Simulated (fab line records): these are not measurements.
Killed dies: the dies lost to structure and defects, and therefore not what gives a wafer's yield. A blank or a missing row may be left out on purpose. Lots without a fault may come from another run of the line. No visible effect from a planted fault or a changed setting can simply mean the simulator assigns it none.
Which tool was responsible?    flow n5 finfet    Sampling: 20 lots, 60 wafers, 4 of 1938 route steps

== WHAT THE GAUGES READ, wafer by wafer ==
N5_HKMG_FIN_CD_MEAS_12: the cd target is 92.8 nm.
lot   measured     on         cd nm (nm)
L074  day 4 06:30  cd sem-03  93.2 93.4 93.0
L075  day 4 10:50  cd sem-03  93.1 93.2 93.1
L076  day 4 16:46  cd sem-02  92.9 92.2 93.0
L077  day 5 00:10  cd sem-03  92.6 92.9 92.6
L078  day 5 05:05  cd sem-03  92.3 93.2 92.9
L080  day 5 18:41  cd sem-03  92.0 92.6 92.5
L081  day 6 02:46  cd sem-02  92.0 92.5 92.6
L082  day 6 08:14  cd sem-02  93.7 93.3 92.0
L084  day 7 01:55  cd sem-02  92.1 93.0 93.2
L085  day 7 05:30  cd sem-03  92.5 92.5 91.6
L086  day 7 08:40  cd sem-02  92.6 92.2 91.9
L087  day 7 12:55  cd sem-01  92.8 93.0 93.0
L088  day 7 17:09  cd sem-03  92.7 92.7 92.8
L089  day 7 23:45  cd sem-01  93.1 92.9 92.5
L091  day 8 11:01  cd sem-03  92.3 92.6 93.8
L092  day 8 20:10  cd sem-02  92.6 93.0 93.4
L094  day 9 03:59  cd sem-01  93.6 92.6 93.0
L095  day 9 08:09  cd sem-02  93.2 92.9 93.2
L096  day 9 12:16  cd sem-01  92.7 93.0 93.3
L097  day 9 21:02  cd sem-02  92.6 92.9 93.7

N5_GATE_CUT_INSPECT_15: inspects for defects (brightfield).
lot   measured      on                 raw defect count
L074  day 4 15:49   defect inspect-01  95 117 106
L075  day 4 22:15   defect inspect-01  87 152 168
L076  day 5 05:05   defect inspect-01  173 120 155
L077  day 5 08:49   defect inspect-02  89 131 124
L078  day 5 13:49   defect inspect-01  242 196 220
L080  day 6 02:54   defect inspect-01  63 83 74
L081  day 6 10:55   defect inspect-01  137 134 154
L082  day 6 16:40   defect inspect-01  177 131 119
L084  day 7 10:34   defect inspect-01  169 142 133
L085  day 7 14:32   defect inspect-01  147 130 104
L086  day 7 17:37   defect inspect-01  133 186 178
L087  day 7 21:55   defect inspect-01  212 129 221
L088  day 8 01:54   defect inspect-01  117 136 336
L089  day 8 08:19   defect inspect-01  167 157 133
L091  day 8 19:26   defect inspect-02  95 77 183
L092  day 9 04:39   defect inspect-02  146 162 79
L094  day 9 12:46   defect inspect-02  124 134 226
L095  day 9 16:28   defect inspect-02  91 143 75
L096  day 9 21:07   defect inspect-02  71 179 117
L097  day 10 06:40  defect inspect-01  120 105 88

== TOOL THAT RAN EACH LOT (tool first, then ch and the chambers of the sampled wafers, then the start) ==
lot   N5_HKMG_FIN_STRIP_93               N5_GATE_CUT_VAPOR_ETCH_60
L074  rie diel-04 ch 1,2,3, day 4 03:57  rie metal-03 ch 0,1, day 4 11:27
L075  rie diel-02 ch 0,2,3, day 4 08:16  rie metal-01 ch 0,1, day 4 15:35
L076  rie diel-04 ch 2,3, day 4 14:09    rie metal-01 ch 0,1, day 4 21:30
L077  rie diel-02 ch 0,1, day 4 21:37    rie metal-01 ch 0,1, day 5 05:20
L078  rie diel-05 ch 0,1,2, day 5 02:38  rie metal-01 ch 0,1, day 5 10:19
L080  rie diel-05 ch 0,3, day 5 16:16    rie metal-01 ch 0,1, day 5 23:26
L081  rie diel-05 ch 0,1,2, day 6 00:20  rie metal-03 ch 0,1, day 6 07:32
L082  rie diel-02 ch 0,1,2, day 6 05:48  rie metal-01 ch 0,1, day 6 12:59
L084  rie diel-05 ch 0,1,2, day 6 23:01  rie metal-01 ch 0, day 7 07:00
L085  rie diel-05 ch 0,1,3, day 7 02:52  rie metal-01 ch 0, day 7 10:59
L086  rie diel-02 ch 1,2,3, day 7 06:04  rie metal-02 ch 0,1, day 7 14:04
L087  rie diel-05 ch 1,2,3, day 7 10:14  rie metal-01 ch 0, day 7 18:06
L088  rie diel-04 ch 2,3, day 7 14:29    rie metal-03 ch 0,1, day 7 21:59
L089  rie diel-04 ch 1,2,3, day 7 21:08  rie metal-02 ch 0,1, day 8 04:50
L091  rie diel-02 ch 0,2,3, day 8 08:23  rie metal-01 ch 0,1, day 8 15:46
L092  rie diel-04 ch 0,2,3, day 8 17:37  rie metal-02 ch 0,1, day 9 01:01
L094  rie diel-04 ch 1,2, day 9 01:26    rie metal-02 ch 0,1, day 9 09:13
L095  rie diel-04 ch 1,2,3, day 9 05:43  rie metal-03 ch 0,1, day 9 13:05
L096  rie diel-02 ch 0,1,2, day 9 09:41  rie metal-01 ch 0,1, day 9 17:01
L097  rie diel-04 ch 0,1,2, day 9 18:26  rie metal-03 ch 0,1, day 10 03:08
- N5_HKMG_FIN_STRIP_93: strips SOC in N2/H2, time 20 s.
- N5_GATE_CUT_VAPOR_ETCH_60: etches HfO2 in BCl3/Cl2.

== WHAT THE TOOLS THEMSELVES READ (means of the sampled wafers that have a number; where no wafer has one, the mark that the record gives instead) ==
N5_HKMG_FIN_STRIP_93.
lot   tool         chamber pressure mTorr (mTorr)  drypump motor current A (A)  oes product au (a.u.)  rf fwd power W (W)  rf vpp V (V)  showerhead plenum p Torr (Torr)  throttle valve pct (%)
L074  rie diel-04  49.97                           5.2                          0.80                   496.1               53.9          3.32                             18.8
L075  rie diel-02  49.99                           5.7                          0.82                   495.6               54.4          3.38                             19.2
L076  rie diel-04  50.00                           5.3                          0.79                   495.8               53.1          3.24                             18.8
L077  rie diel-02  50.03                           5.5                          0.79                   496.4               53.9          3.30                             19.4
L078  rie diel-05  50.01                           5.4                          0.77                   496.6               54.2          3.38                             18.9
L080  rie diel-05  50.02                           5.2                          0.78                   496.0               53.7          3.33                             18.7
L081  rie diel-05  50.00                           5.4                          0.76                   495.3               53.6          3.37                             19.0
L082  rie diel-02  50.03                           5.5                          0.79                   497.6               54.2          3.38                             19.1
L084  rie diel-05  49.98                           5.5                          0.76                   497.4               54.3          3.37                             19.0
L085  rie diel-05  49.96                           5.4                          0.82                   495.7               54.6          3.40                             18.8
L086  rie diel-02  50.02                           5.4                          0.84                   496.5               54.3          3.44                             18.8
L087  rie diel-05  50.01                           5.7                          0.79                   494.6               54.2          3.43                             19.1
L088  rie diel-04  49.97                           5.1                          0.82                   494.3               54.6          3.25                             18.7
L089  rie diel-04  50.02                           5.2                          0.76                   494.6               53.8          3.31                             18.9
L091  rie diel-02  50.00                           5.7                          0.77                   494.7               54.4          3.37                             19.2
L092  rie diel-04  50.03                           5.5                          0.75                   496.1               53.6          3.22                             18.9
L094  rie diel-04  49.99                           5.1                          0.76                   496.8               54.3          3.38                             19.0
L095  rie diel-04  49.97                           5.2                          0.75                   495.2               54.0          3.30                             18.9
L096  rie diel-02  49.99                           5.5                          0.76                   497.0               54.9          3.37                             19.1
L097  rie diel-04  49.99                           5.3                          0.75                   496.4               54.5          3.30                             19.0

N5_GATE_CUT_VAPOR_ETCH_60.
lot   tool          drypump motor current A (A)  oes product au (a.u.)
L074  rie metal-03  6.0                          0.71
L075  rie metal-01  5.3                          0.66
L076  rie metal-01  5.3                          0.66
L077  rie metal-01  5.3                          0.66
L078  rie metal-01  5.3                          0.65
L080  rie metal-01  5.6                          0.67
L081  rie metal-03  6.0                          0.71
L082  rie metal-01  5.6                          0.66
L084  rie metal-01  4.9                          0.63
L085  rie metal-01  4.9                          0.63
L086  rie metal-02  5.9                          0.86
L087  rie metal-01  4.9                          0.63
L088  rie metal-03  6.0                          0.77
L089  rie metal-02  5.7                          0.77
L091  rie metal-01  5.3                          0.64
L092  rie metal-02  5.7                          0.77
L094  rie metal-02  5.7                          0.76
L095  rie metal-03  6.0                          0.77
L096  rie metal-01  5.6                          0.66
L097  rie metal-03  6.0                          0.69

== THE ANSWER, worked out from the rows above alone ==
Rule: what is usual is taken from the lots themselves. The widest of any qualifying gaps counts: lots, ordered by their means at a reading, are off when they make up no more than a third of the lots, leave a main group of 4 or more, and stand apart from it by 3 or more times the standard deviation of that group's means. If all means in a main group match to the digits the tables above print for the reading, that group is not used. A lot without any number at a reading at which 4 lots or more have one is off too. The other lots that the step has rows for count as sound. First the gauges in route order, then the tools' own readings, where a lot's mean is used as printed above. The first step at which some lot is off is used, and at that step the reading that is off furthest; a lot without a number counts as furthest.
Nothing can be told from this: no lot is off at any reading shown.

== WHAT WAS PUT IN BY THE SIMULATOR ==
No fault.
